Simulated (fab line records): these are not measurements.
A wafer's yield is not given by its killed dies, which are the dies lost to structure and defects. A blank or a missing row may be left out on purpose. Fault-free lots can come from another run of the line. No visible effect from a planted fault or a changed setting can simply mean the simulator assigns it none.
Lot-split experiment ; flow n5 finfet ; on a route of 1938 steps: 7 lots, 39 wafers read

ABOUT THE SPLIT
At N5_BEOL_M1_ILD_DEP_00 (deposits SiOC from DEMS/O2, target thk 79 nm, time 15.3 s), the setting target thk a was moved away from the recipe's 790 angstrom on 15 of the 39 wafers read, by -55.5% to +52.8%. All remaining wafers had this setting at the recipe value.

There is no step in the file separating the split from the reading.

THE READING
Values of M1_ILD_THK in nm from N5_BEOL_M1_THK_MEAS_01. A value of 79.1 nm with a standard deviation of 1.4 nm is what fault-free wafers of this fab line usually give.

wafer;tool, chamber at the split;target thk a as run, angstrom;against the recipe;M1_ILD_THK, nm;against lot-mates on the recipe
L077.1;pecvd-03, 1;790;recipe;77.4;-
L077.2;pecvd-03, 0;790;recipe;76.9;-
L077.3;pecvd-03, 2;790;recipe;77.7;-
L077.4;pecvd-03, 1;790;recipe;78.5;-
L077.5;pecvd-03, 2;790;recipe;79.2;-
L077.6;pecvd-03, 0;790;recipe;78.1;-
L079.1;pecvd-01, 0;790;recipe;80.3;-
L079.2;pecvd-01, 2;947.6;+19.9%;94.1;+14.6
L079.3;pecvd-01, 1;790;recipe;78.5;-
L079.4;pecvd-01, 0;947.6;+19.9%;97.2;+17.7
L079.5;pecvd-01, 2;790;recipe;79.8;-
L079.6;pecvd-01, 1;947.6;+19.9%;96.3;+16.8
L081.1;pecvd-03, 0;921.7;+16.7%;90.0;+12.9
L081.2;pecvd-03, 2;790;recipe;76.0;-
L081.3;pecvd-03, 1;790;recipe;77.1;-
L081.4;pecvd-03, 0;790;recipe;78.1;-
L081.5;pecvd-03, 2;921.7;+16.7%;91.2;+14.1
L081.6;pecvd-03, 1;921.7;+16.7%;91.6;+14.5
L083.1;pecvd-01, 2;790;recipe;78.6;-
L083.2;pecvd-01, 1,1,2;351.5;-55.5%;36.5;-43.6
L083.3;pecvd-01, 0;790;recipe;80.2;-
L083.4;pecvd-01, 0;790;recipe;81.6;-
L083.5;pecvd-01, 1,1,2;351.5;-55.5%;36.3;-43.8
L083.6;pecvd-01, 1,1,2;351.5;-55.5%;36.4;-43.7
L085.1;pecvd-01, 0;1207;+52.8%;120.0;+40.8
L085.2;pecvd-01, 1;790;recipe;78.8;-
L085.3;pecvd-01, 2;790;recipe;79.1;-
L085.4;pecvd-01, 0;1207;+52.8%;122.9;+43.7
L085.5;pecvd-01, 1;790;recipe;79.6;-
L085.6;pecvd-01, 2;1207;+52.8%;122.2;+43.0
L088.1;pecvd-04, 1;628.8;-20.4%;62.9;-16.9
L088.2;pecvd-04, 0;790;recipe;79.4;-
L088.3;pecvd-04, 0,1;628.8;-20.4%;63.6;-16.2
L088.4;pecvd-04, 0,1;628.8;-20.4%;63.6;-16.2
L088.5;pecvd-04, 1;790;recipe;79.7;-
L088.6;pecvd-04, 0;790;recipe;80.4;-
L091.3;pecvd-01, 1;790;recipe;78.3;-
L091.4;pecvd-01, 1;790;recipe;79.4;-
L091.5;pecvd-01, 2;790;recipe;80.8;-
When a row names more than one chamber, that row covers several wafers, and the file does not tell which wafer ran in which chamber.

FIT RESULTS
A straight line over all 39 wafers: M1_ILD_THK changes by +0.786 nm for each +1% of target thk a; r = +1.00; the points scatter about the line by 1.4 nm.
The same after taking each lot's own level away (the mean of its wafers on the recipe; 39 wafers): +0.799 nm for each +1%; r = +1.00; scatter 0.89 nm.
The reading moves by 44 nm for the largest change in target thk a, on that fit.
The span of the lots' own levels, 77.07 to 80.13 nm, comes to 2.2 times the standard deviation stated above.
The two slopes agree, so the slope changes little with the lot-to-lot level.
Check: for one of the wafers moved furthest among these (-55.5%), held out of the fit, the line's prediction against its lot-mates is -44.4 nm. Against them it came out at -43.6 nm.

FURTHER SPLITS ON THESE WAFERS
These wafers also went through other splits before the reading. Each is held against what the fit with the lots' levels taken away leaves over:
other split on the same wafers;wafers away from the commonest value;r with M1_ILD_THK (lot level and that fit taken away)
N5_HKMG_FIN_DESCUM_17 time s;9;-0.04
N5_MOL_CONTACT_COAG_SPUTTER_143 target thk a;18;+0.35

THE WHOLE CHAIN: every reading that the file lists as answering this split, in the file's order
step;what it does;reading;change (the file's fit);r (the file's)
N5_BEOL_M1_ILD_DEP_00;deposits SiOC from DEMS/O2, target thk 79 nm, time 15.3 s;SiOC_of_BEOL_M1_ILD_DEP_00.thk nm (the simulator's own value, which no gauge read);+0.799 nm for each +1% of the setting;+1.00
N5_BEOL_M1_THK_MEAS_01;;M1_ILD_THK;+0.799 for each +1% of the setting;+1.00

FILE'S OWN FIT
M1_ILD_THK changes by +0.799 nm for each +1% of target thk a, r = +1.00.
